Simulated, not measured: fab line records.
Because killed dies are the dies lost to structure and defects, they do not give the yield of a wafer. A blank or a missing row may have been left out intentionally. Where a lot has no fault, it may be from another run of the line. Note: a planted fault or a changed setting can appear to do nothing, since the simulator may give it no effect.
A single fault, viewed from 2 desks | flow n5Finfet | what lay behind the numbers comes last; until then each desk has only its own

== THE DEFECT DESK ==
Per lot, the means of the sampled wafers with a number show what the inspections along the route counted. Any lot whose mean is over 4 standard deviations away from the usual mean is out of limits and marked OUT; that distance is given in the brackets.
Columns: A = rawDefectCount at N5_BEOL_M15_INSPECT_30, usual 2.3
lot  | first seen here | A
L923 | day 12 08:55    | 1.3
L924 | day 12 10:41    | 1.7
L925 | day 12 12:45    | 3.0
L927 | day 12 14:40    | 3.0
L928 | day 12 16:19    | 2.3
L934 | day 14 15:20    | 3.7
L937 | day 14 19:36    | 1.3
L935 | day 15 05:52    | 1.7
L943 | day 16 21:42    | 3.0
L945 | day 17 00:16    | 3.0
L946 | day 17 07:45    | 3.3
This desk found nothing out of limits on any of the 11 lots.

== AT THE TOOL OWNER'S DESK: lithoTrack-04 ==
The tool's own readings at N5_BEOL_M15_COAT_60 (time 60 s, resist thk 89 nm): means of the sampled wafers that have a number, for each lot that ran on this tool. Any lot whose mean is over 4 standard deviations away from the usual mean is out of limits and marked OUT; that distance is given in the brackets.
Columns: A = chillPlateTempC at N5_BEOL_M15_COAT_60, usual 23.01 C; B = spinSpeedRpm at N5_BEOL_M15_COAT_60, usual 1499.8 rpm
lot  | first seen here | A     | B
L924 | day 12 10:14    | 23.09 | 1500.8
L927 | day 12 14:13    | 22.93 | 1498.0
L928 | day 12 15:52    | 23.01 | 1500.6
L934 | day 14 15:01    | 22.99 | 1212.5 (-99 or more) OUT
L935 | day 15 05:25    | 23.02 | 1214.0 (-99 or more) OUT
This desk's finding: out of limits on L934, L935; first on L934, day 14 15:01 (spinSpeedRpm at N5_BEOL_M15_COAT_60). Within limits: L924, L927, L928.

== TAKEN TOGETHER ==
The tool owner's desk could have raised an alarm at day 14 15:01, on L934, L935.
The defect desk saw nothing out of limits.
The defect desk has L934, L935 on record, within its limits.
The lots listed all ran N5_BEOL_M15_COAT_60 on lithoTrack-04.

== WHAT WAS PUT IN BY THE SIMULATOR ==
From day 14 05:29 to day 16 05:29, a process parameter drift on lithoTrack-04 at N5_BEOL_M15_COAT_60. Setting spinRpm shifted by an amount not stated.
Shown lots that were struck: L934, L935.
Delay in hours, fault start to first out-of-limits reading, by desk: the tool owner's desk at 10.
